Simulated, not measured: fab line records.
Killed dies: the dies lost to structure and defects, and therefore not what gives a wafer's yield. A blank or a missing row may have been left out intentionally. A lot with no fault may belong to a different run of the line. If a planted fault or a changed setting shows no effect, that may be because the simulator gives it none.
Split-lot experiment || flow n5Finfet || route with 1938 steps; 7 lots, 21 wafers read

== THE SPLIT ITSELF ==
At N5_BEOL_M6_EXPOSE_08 (exposes mask M6), the setting doseMj was moved away from the recipe's 68.25 on 7 of the 21 wafers read, by -5.7% to +6.5%. This setting was run at the recipe's value on the other wafers.

== FROM THE SPLIT TO THE READING: what the file shows between them, 15 steps ==
- N5_BEOL_M6_PEB_09: peb time 60 s
- N5_BEOL_M6_DEVELOP_10: develop time 30 s
- N5_BEOL_M6_CD_MEAS_11: target cd 38.5 nm
- N5_BEOL_M6_DESCUM_16: chemistry O2, time 7.9 s
- N5_BEOL_M6_ETCH_61: etches SiARC in CF4, target depth 45.5 nm, time 75.8 s
- N5_BEOL_M6_ETCH_62: etches SOC in N2/H2, target depth 110 nm, overetch 22 nm, time 165 s
- N5_BEOL_M6_STRIP_68: strips in N2/H2
- N5_BEOL_M6_STRIP_67: strips in CF4
- N5_BEOL_M6_HM_OPEN_17: chemistry Cl2/BCl3, target TiN, target depth 20 nm, overetch 6 nm
- N5_BEOL_M6_STRIP_19: strips in O2
- N5_BEOL_M6_CD_MEAS_18: pitch 80 nm, target cd 40 nm
- N5_BEOL_M6_COAT_63: time 60 s, resist thk 60 nm
- N5_BEOL_M6_COAT_64: time 60 s, resist thk 12 nm
- N5_BEOL_M6_PRECLEAN_42: cleans in residue remover, time 60 s
- N5_BEOL_M6_SRD_43: time 30 s

== THE READING ==
cdNm, in nm, at N5_BEOL_M6_CD_MEAS_35 (target cd 40 nm, target cd y 28 nm). Fault-free wafers of this fab line usually give 40.2 nm, standard deviation 0.58 nm.

{"wafer": "L074.3", "tool, chamber at the split": "arfiScanner-01, 0", "doseMj as run": 68.25, "against the recipe": "recipe", "cdNm, nm": 39.5, "against lot-mates on the recipe": "-"}
{"wafer": "L074.5", "tool, chamber at the split": "arfiScanner-01, 0", "doseMj as run": 66.34, "against the recipe": "-2.8%", "cdNm, nm": 39.0, "against lot-mates on the recipe": -0.5}
{"wafer": "L074.6", "tool, chamber at the split": "arfiScanner-01, 0", "doseMj as run": 68.25, "against the recipe": "recipe", "cdNm, nm": 39.4, "against lot-mates on the recipe": "-"}
{"wafer": "L079.1", "tool, chamber at the split": "arfiScanner-02, 0", "doseMj as run": 68.25, "against the recipe": "recipe", "cdNm, nm": 40.4, "against lot-mates on the recipe": "-"}
{"wafer": "L079.3", "tool, chamber at the split": "arfiScanner-02, 0", "doseMj as run": 64.34, "against the recipe": "-5.7%", "cdNm, nm": 37.3, "against lot-mates on the recipe": -2.7}
{"wafer": "L079.6", "tool, chamber at the split": "arfiScanner-02, 0", "doseMj as run": 68.25, "against the recipe": "recipe", "cdNm, nm": 39.6, "against lot-mates on the recipe": "-"}
{"wafer": "L085.4", "tool, chamber at the split": "arfiScanner-03, 0", "doseMj as run": 72.72, "against the recipe": "+6.5%", "cdNm, nm": 42.8, "against lot-mates on the recipe": "+3.1"}
{"wafer": "L085.5", "tool, chamber at the split": "arfiScanner-03, 0", "doseMj as run": 68.25, "against the recipe": "recipe", "cdNm, nm": 39.7, "against lot-mates on the recipe": "-"}
{"wafer": "L085.6", "tool, chamber at the split": "arfiScanner-03, 0", "doseMj as run": 72.72, "against the recipe": "+6.5%", "cdNm, nm": 44.1, "against lot-mates on the recipe": "+4.4"}
{"wafer": "L086.2", "tool, chamber at the split": "arfiScanner-01, 0", "doseMj as run": 68.25, "against the recipe": "recipe", "cdNm, nm": 40.9, "against lot-mates on the recipe": "-"}
{"wafer": "L086.5", "tool, chamber at the split": "arfiScanner-01, 0", "doseMj as run": 70.85, "against the recipe": "+3.8%", "cdNm, nm": 42.9, "against lot-mates on the recipe": "+2.0"}
{"wafer": "L086.6", "tool, chamber at the split": "arfiScanner-01, 0", "doseMj as run": 70.85, "against the recipe": "+3.8%", "cdNm, nm": 41.3, "against lot-mates on the recipe": "+0.4"}
{"wafer": "L088.1", "tool, chamber at the split": "arfiScanner-03, 0", "doseMj as run": 68.25, "against the recipe": "recipe", "cdNm, nm": 41.8, "against lot-mates on the recipe": "-"}
{"wafer": "L088.5", "tool, chamber at the split": "arfiScanner-03, 0", "doseMj as run": 68.25, "against the recipe": "recipe", "cdNm, nm": 41.2, "against lot-mates on the recipe": "-"}
{"wafer": "L088.6", "tool, chamber at the split": "arfiScanner-03, 0", "doseMj as run": 68.25, "against the recipe": "recipe", "cdNm, nm": 40.6, "against lot-mates on the recipe": "-"}
{"wafer": "L092.2", "tool, chamber at the split": "arfiScanner-03, 0", "doseMj as run": 68.25, "against the recipe": "recipe", "cdNm, nm": 40.3, "against lot-mates on the recipe": "-"}
{"wafer": "L092.5", "tool, chamber at the split": "arfiScanner-03, 0", "doseMj as run": 68.25, "against the recipe": "recipe", "cdNm, nm": 40.6, "against lot-mates on the recipe": "-"}
{"wafer": "L092.6", "tool, chamber at the split": "arfiScanner-03, 0", "doseMj as run": 68.25, "against the recipe": "recipe", "cdNm, nm": 40.8, "against lot-mates on the recipe": "-"}
{"wafer": "L096.2", "tool, chamber at the split": "arfiScanner-03, 0", "doseMj as run": 64.84, "against the recipe": "-5.0%", "cdNm, nm": 37.6, "against lot-mates on the recipe": -3.0}
{"wafer": "L096.5", "tool, chamber at the split": "arfiScanner-03, 0", "doseMj as run": 68.25, "against the recipe": "recipe", "cdNm, nm": 40.9, "against lot-mates on the recipe": "-"}
{"wafer": "L096.6", "tool, chamber at the split": "arfiScanner-03, 0", "doseMj as run": 68.25, "against the recipe": "recipe", "cdNm, nm": 40.4, "against lot-mates on the recipe": "-"}

THE FIT
A straight line over all 21 wafers: cdNm changes by +0.492 nm for each +1% of doseMj; r = +0.91; the points scatter about the line by 0.68 nm.
The same after taking each lot's own level away (the mean of its wafers on the recipe; 21 wafers): +0.5 nm for each +1%; r = +0.94; scatter 0.57 nm.
That fit puts the effect of the largest move of doseMj on the reading at 3.3 nm.
The lots' own levels span 39.45 to 41.20 nm, that is 3.0 times the standard deviation above.
Consequently the slope shifts little with the lot-to-lot level, the two slopes agreeing.
Check: for one of the wafers moved furthest among these (+6.5%), held out of the fit, the line's prediction against its lot-mates is +3.34 nm. Against them it came out at +3.1 nm.

== ADDITIONAL SPLITS CARRIED BY THESE WAFERS ==
Other splits were also applied to these wafers ahead of the reading. Each is held against what the fit with the lots' levels taken away leaves over:
{"other split on the same wafers": "N5_BEOL_M6_COAT_59 spinRpm", "wafers away from the commonest value": 8, "r with cdNm (lot level and that fit taken away)": -0.10}

== THE WHOLE CHAIN: every reading that the file lists as answering this split, in the file's order ==
{"step": "N5_BEOL_M6_CD_MEAS_11", "what it does": "target cd 38.5 nm", "reading": "cdNm", "change (the file's fit)": "+0.429 nm for each +1% of the setting", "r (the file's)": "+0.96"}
{"step": "N5_BEOL_M6_ETCH_61", "what it does": "etches SiARC in CF4, target depth 45.5 nm, time 75.8 s", "reading": "BEOL_M6.cdOffsetNm (the simulator's own value, which no gauge read)", "change (the file's fit)": "+0.486 nm for each +1% of the setting", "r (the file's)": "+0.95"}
{"step": "N5_BEOL_M6_HM_OPEN_17", "what it does": "chemistry Cl2/BCl3, target TiN, target depth 20 nm, overetch 6 nm", "reading": "BEOL_M6.cdOffsetNm (the simulator's own value, which no gauge read)", "change (the file's fit)": "+0.468 nm for each +1% of the setting", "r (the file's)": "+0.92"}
{"step": "N5_BEOL_M6_CD_MEAS_18", "what it does": "pitch 80 nm, target cd 40 nm", "reading": "cdNm", "change (the file's fit)": "+0.447 nm for each +1% of the setting", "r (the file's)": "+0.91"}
{"step": "N5_BEOL_M6_CD_MEAS_35", "what it does": "target cd 40 nm, target cd y 28 nm", "reading": "cdNm", "change (the file's fit)": "+0.492 nm for each +1% of the setting", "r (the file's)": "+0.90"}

== THE FILE'S OWN FIT ==
cdNm changes by +0.492 nm for each +1% of doseMj, r = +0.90.
